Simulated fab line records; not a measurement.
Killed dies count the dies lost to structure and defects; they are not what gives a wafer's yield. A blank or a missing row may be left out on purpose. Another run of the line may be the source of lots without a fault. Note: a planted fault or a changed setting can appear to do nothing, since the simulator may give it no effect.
fab line records -- flow nandHarc
[record] lots = 5, wafers = 15, lastDay = 25
route steps=1159 shown P_ZERO_WELL@29
lots that met no fault: taken from a fault-free run of the same line
startH: start of the lot's first displayed wafer, in hours after the record's first day -- waitH: hours from the lot's prior step to this one -- " identical to the entry in the row above -- L1.1+2: one row covering several wafers at once -- - either no value or no given start -- * or withheld: withheld -- < > ~ a bound
route shown NAME@n: names a module that has steps shown in the file, with the first one's number in the route -- usual: average and standard deviation across the fault-free wafers -- same: alike in all rows -- chamber/n: place in a boat -- sites: the reading at each site -- _std_site: standard deviation across them -- _edge_site: mean of outer sites minus mean of inner sites -- radiusMm: how far each site lies from the wafer's centre -- mask NAME#n: copy n -- behind: the tool/chamber that last shaped the wafer -- hold: cause of the lot's hold/its duration in hours/its outcome -- device: the transistor (n, p or np) that didn't switch -- end of line: tests run on the same wafers once the route is complete -- step lacking rows: just its recipe -- killed: count of dies lost to structure and defects at first sort (not the wafer's yield) -- map: the dies of a wafer, with x for killed, . for not killed, _ for no die there
set.NAME: the setting that was run; set.NAME@STEP: the one run at that earlier step -- model.NAME: the simulator's own value behind a step, which no gauge read
lots at some steps of the route; a table a step, a row a wafer
services: from which hour (startH, from the record's first day; less than 0 if before it) a tool's chamber was out of use, for how many hours, and why
[[steps]]
[step NHARC_P_ZERO_WELL_CD_MEAS_24]
[recipe] targetCdNm = 720, landingEnergyEv = 500
[usual] cdNm = 720.3/2.1
lot.wafer,tool,chamber,startH,waitH,cdNm
L265.4,cdSem-01,0,20.47,-,720.1
L265.5,cdSem-01,0,20.47,-,721.9
L265.6,cdSem-01,0,20.47,-,720.5
L273.3,cdSem-03,0,68.47,-,719.0
L273.4,cdSem-03,0,68.47,-,720.2
L273.6,cdSem-03,0,68.47,-,722.2
L282.2,cdSem-01,0,122.51,-,718.7
L282.5,cdSem-01,0,122.51,-,717.9
L282.6,cdSem-01,0,122.51,-,719.1
L283.2,cdSem-03,0,128.45,-,721.5
L283.5,cdSem-03,0,128.45,-,722.1
L283.6,cdSem-03,0,128.45,-,720.3
L287.2,cdSem-03,0,152.46,-,716.6
L287.5,cdSem-03,0,152.46,-,719.9
L287.6,cdSem-03,0,152.46,-,720.0
[step NHARC_P_ZERO_WELL_HARDBAKE_25]
[recipe] tempC = 125, timeS = 80
[step NHARC_P_ZERO_WELL_DESCUM_26]
[recipe] timeS = 3, o2FlowSccm = 200, arFlowSccm = 0, biasPowerW = 0, chemistry = O2
[usual] drypumpMotorCurrentA = 5.9/0.44, o2FlowSccm = 199.9/0.66, oesProductAu = 1.002/0.013, rfVppV = 57.9/0.87, showerheadPlenumPTorr = 1.94/0.05, throttleValvePct = 11.311/0.01
lot.wafer,tool,chamber,startH,waitH,drypumpMotorCurrentA,o2FlowSccm,oesProductAu,rfHoursCounterH,rfVppV,showerheadPlenumPTorr,throttleValvePct
L265.4,rieDiel-09,1,20.62,-,6.3,200.2,0.991,10,58.6,1.91,11.305
L265.6,rieDiel-09,1,20.62,-,6.3,201.1,0.996,-,58.0,1.91,11.322
L265.5,rieDiel-09,2,20.62,-,5.1,200.9,1.004,-,57.7,1.95,11.306
L273.3,rieDiel-04,0,68.63,-,6.0,199.8,1.001,4,58.5,1.93,11.323
L273.4,rieDiel-04,1,68.63,-,6.0,198.9,0.991,5,56.1,1.89,11.297
L273.6,rieDiel-04,0,68.63,-,6.0,199.3,1.003,-,57.0,1.93,11.317
L282.2,rieDiel-09,0,122.69,-,5.3,200.3,1.009,3,58.9,2.04,11.321
L282.5,rieDiel-09,2,122.69,-,5.1,200.3,1.004,-,57.0,1.94,11.312
L282.6,rieDiel-09,3,122.69,-,6.0,200.5,1.012,-,56.8,1.91,11.305
L283.2,rieDiel-04,2,128.61,-,6.4,199.5,1.004,1,57.1,1.89,11.317
L283.5,rieDiel-04,0,128.61,-,6.0,199.3,1.022,-,57.0,1.93,11.290
L283.6,rieDiel-04,1,128.61,-,6.0,199.9,1.012,-,57.1,1.89,11.314
L287.2,rieDiel-09,3,152.62,-,6.0,200.0,1.016,6,58.2,1.91,11.323
L287.5,rieDiel-09,3,152.62,-,6.0,198.8,1.020,-,59.2,1.91,11.313
L287.6,rieDiel-09,0,152.62,-,5.2,201.0,0.992,-,57.7,2.04,11.317
[step NHARC_P_ZERO_WELL_IMPLANT_27]
[recipe] energyKev = 600, doseCm2 = 1e+13, tiltDeg = 7
[step NHARC_P_ZERO_WELL_IMPLANT_57]
[recipe] energyKev = 250, doseCm2 = 4e+12, tiltDeg = 7
[step NHARC_P_ZERO_WELL_IMPLANT_58]
[recipe] energyKev = 100, doseCm2 = 2e+12, tiltDeg = 7
[step NHARC_P_ZERO_WELL_STRIP_28]
[recipe] timeS = 840, tempC = 130, chemistry = SPM
[step NHARC_P_ZERO_WELL_DEHYDRATE_29]
[recipe] tempC = 150, timeS = 120
[step NHARC_P_ZERO_WELL_HMDS_30]
[recipe] timeS = 30
[step NHARC_P_ZERO_WELL_COAT_31]
[recipe] spinRpm = withheld
[step NHARC_P_ZERO_WELL_SOFTBAKE_32]
[recipe] tempC = 122, timeS = 95
[step NHARC_P_ZERO_WELL_EBR_33]
[step NHARC_P_ZERO_WELL_EXPOSE_34]
[recipe] na = 0.6, targetCdNm = 720, doseMj = 22.31, maskId = P_PWELL
lot.wafer,tool,chamber,startH,waitH,mask
L265.4+5+6,krfScanner-02,0,21.98,-,P_PWELL#0
L273.3+4+6,krfScanner-02,0,69.83,-,P_PWELL_R1#0
L282.2+5+6,krfScanner-01,0,123.87,-,P_PWELL#0
L283.2+5+6,krfScanner-02,0,129.97,-,P_PWELL#0
L287.2+5+6,krfScanner-01,0,153.96,-,P_PWELL#0
[step NHARC_P_ZERO_WELL_PEB_35]
[recipe] pebTempC = 118, pebTimeS = 85
[step NHARC_P_ZERO_WELL_DEVELOP_36]
[recipe] timeS = 70
[step NHARC_P_ZERO_WELL_CD_MEAS_37]
[recipe] targetCdNm = 720, landingEnergyEv = 500
[usual] cdNm = 719.4/2.2
lot.wafer,tool,chamber,startH,waitH,cdNm
L265.4,cdSem-03,0,22.13,-,718.7
L265.5,cdSem-03,0,22.13,-,722.4
L265.6,cdSem-03,0,22.13,-,720.5
L273.3,cdSem-03,0,69.98,-,742.1
L273.4,cdSem-03,0,69.98,-,740.7
L273.6,cdSem-03,0,69.98,-,742.8
L282.2,cdSem-03,0,124.02,-,716.6
L282.5,cdSem-03,0,124.02,-,719.3
L282.6,cdSem-03,0,124.02,-,716.1
L283.2,cdSem-03,0,130.12,-,722.3
L283.5,cdSem-03,0,130.12,-,721.3
L283.6,cdSem-03,0,130.12,-,717.3
L287.2,cdSem-01,0,154.11,-,720.8
L287.5,cdSem-01,0,154.11,-,718.3
L287.6,cdSem-01,0,154.11,-,719.3
[step NHARC_P_ZERO_WELL_HARDBAKE_38]
[recipe] tempC = 125, timeS = 80
[[services]]
tool,chamber,startH,hours,kind
rieDiel-09,0,7.11,-,clean
rieDiel-09,1,7.11,-,clean
rieDiel-09,2,7.11,-,clean
rieDiel-09,3,7.11,-,clean
rieDiel-09,0,31.61,-,clean
rieDiel-09,1,31.61,-,clean
rieDiel-09,2,31.61,-,clean
rieDiel-09,3,31.61,-,clean
krfScanner-02,-,38.00,4.0,pm
rieDiel-09,3,39.35,7.5,repair
rieDiel-09,0,56.11,-,clean
rieDiel-09,1,56.11,-,clean
rieDiel-09,2,56.11,-,clean
rieDiel-09,3,56.11,-,clean
rieDiel-09,-,77.11,9.0,pm
rieDiel-09,0,77.11,9.0,ventCycle
rieDiel-09,1,77.11,9.0,ventCycle
krfScanner-01,-,84.00,4.0,pm
rieDiel-04,2,99.60,20.7,repair
rieDiel-04,3,103.17,32.4,repair
rieDiel-04,-,110.81,0.3,repair
rieDiel-04,-,112.14,9.0,pm
krfScanner-01,-,115.40,1.9,repair
krfScanner-02,-,142.97,2.0,repair
[[key]]
[firstSign] step = NHARC_P_ZERO_WELL_EXPOSE_34, reading = mask, direction = changed
[effect] step = NHARC_P_ZERO_WELL_CD_MEAS_37, reading = cdNm, direction = up, sigmas = 10, usual = 719.4, struck = 741.8
metAt NHARC_P_ZERO_WELL_EXPOSE_34
struckWafers L273.3,L273.4,L273.6
testerLeftOut L273
onsetBetween 21.98 69.83
[fault] kind = wrongMask, tool = any, chamber = -, onsetH = 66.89, steps = NHARC_P_ZERO_WELL_EXPOSE_34, auxCopy = P_PWELL_R1#0, cdOffsetNm = 22.079, scope = struckLotsOnly
// testerLeftOut: of these lots the tester's yield and bins aren't shown, on N5 and GAA mostly nor the transistor test; their killed dies are dies lost to structure and defects alone, not to doping, threshold or leakage, so they don't give the yield
